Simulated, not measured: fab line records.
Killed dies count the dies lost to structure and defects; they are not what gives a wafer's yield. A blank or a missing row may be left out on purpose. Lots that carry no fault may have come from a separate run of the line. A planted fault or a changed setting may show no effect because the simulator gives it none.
A struck lot beside a sound one || flow nand-harc || 15 out of 1159 route steps
Sound: the wafers L693.1, L693.3, L693.6. Struck: wafer L704.5 (left out: L704.2, a lot-mate that was not struck); the cause follows at the end.
Per side, at each step with rows, come the tool, then ch with its chambers, and then its first start. Under that, the readings that differ: sound wafers || struck wafers || difference of the means || sigmas: that difference in standard deviations of wafers without a fault.
alike: words and numbers the same on both sides, and readings whose means are apart by under 2 such deviations; not compared: readings that were withheld, readings missing a value for some wafer, numbers with overlapping values and no deviation given by the record, and bounds like >300 which may hide the same value.
The two part at a step that has a row with sigmas, a row that says differs or no value, or rows on one side only. When numbers do not overlap yet have no deviation, they are printed without sigmas and do not part them. A reading missing from all wafers of one side parts the sides only when that side holds two or more wafers.

first, 3 steps without rows for these wafers: NHARC_THIN_TSV_EXPOSE_09 (exposes mask TSV); NHARC_THIN_TSV_PEB_10 (peb time 85 s); NHARC_THIN_TSV_DEVELOP_11 (time 70 s).
NHARC_THIN_TSV_CD_MEAS_12 targets a cd of 1000 nm.
  sound on cd-sem-02 ch 0, day 21 15:25; struck on cd-sem-03 ch 0, day 24 06:35
  alike: cd-nm
then, 2 steps without rows for these wafers: NHARC_THIN_TSV_HARDBAKE_13 (time 80 s); NHARC_THIN_TSV_DESCUM_14 (chemistry O2, time 3 s).
NHARC_THIN_TSV_ETCH_44: etches the open film in CF4/O2, target depth 1594.2 nm, time 797.1 s.
  sound on rie-diel-02 ch 1,3, day 21 15:40; struck on rie-diel-02 ch 0, day 24 06:50
  alike: cf4-flow-sccm, drypump-motor-current-A, oes-product-au, rf-vpp-V, showerhead-plenum-p-Torr, throttle-valve-pct
  not compared: rf-hours-counter-h
NHARC_THIN_TSV_ETCH_15: target depth 3000 nm, bosch target overetch cycles 2, bosch etch step 2.8 s.
  sound on rie-si-01 ch 0,2, day 21 16:14; struck on rie-si-05 ch 0, day 24 07:26
{"reading": "drypump-motor-current-A (A)", "sound": "5.7 5.2 5.2", "struck": 6.3, "difference": "+0.9", "sigmas": "+2"}
  not compared: rf-hours-counter-h
NHARC_THIN_TSV_CD_MEAS_16:
  struck on cd-sem-02, day 24 07:33; sound on cd-sem-02, day 21 16:23
  alike: cd-nm
NHARC_THIN_TSV_STRIP_45: strips in O2.
  sound on plasma-asher-01 ch 0,1, day 21 16:30; struck on plasma-asher-01 ch 0, day 24 07:37
  alike: drypump-motor-current-A, heater-power-w
  not compared: rf-hours-counter-h
then, 1 step without rows for these wafers: NHARC_THIN_TSV_STRIP_46 (strips in post etch residue remover, time 1200 s).
NHARC_THIN_TSV_DEP_47: deposits SiO2, target thk 200 nm.
  sound on pecvd-04 ch 0,1,2, day 21 17:18; struck on pecvd-03 ch 2, day 24 08:31
  alike: throttle-valve-pct
NHARC_THIN_TSV_ETCHBACK_48: etches the open film in C4F8/Ar, target depth 1028.5 nm, time 405.17 s.
  sound on rie-diel-07 ch 0,1,3, day 21 17:40; struck on rie-diel-04 ch 3, day 24 08:55
{"reading": "over-etch-frac", "sound": "0.3 0.3 0.3", "struck": 0.21806, "difference": -0.08194, "sigmas": ""}
  alike: oes-product-au, rf-vpp-V
  not compared: rf-hours-counter-h
NHARC_THIN_TSV_STRIP_62: strips in N2/H2, time 20 s.
  sound on plasma-asher-02 ch 0,1, day 21 18:07; struck on plasma-asher-01 ch 0, day 24 09:15
{"reading": "heater-power-w (W)", "sound": "298 309 288", "struck": 371, "difference": "+73", "sigmas": "+3"}
  alike: drypump-motor-current-A
  not compared: rf-hours-counter-h
NHARC_END_SORT_01:
  the record has rows for the sound wafers here (prober-01 ch 0, day 22 06:23) and none for the struck ones

## WHERE THEY PART
At NHARC_THIN_TSV_ETCH_15 first; at NHARC_END_SORT_01 last (within this record only).

WHY: what the simulator had put in
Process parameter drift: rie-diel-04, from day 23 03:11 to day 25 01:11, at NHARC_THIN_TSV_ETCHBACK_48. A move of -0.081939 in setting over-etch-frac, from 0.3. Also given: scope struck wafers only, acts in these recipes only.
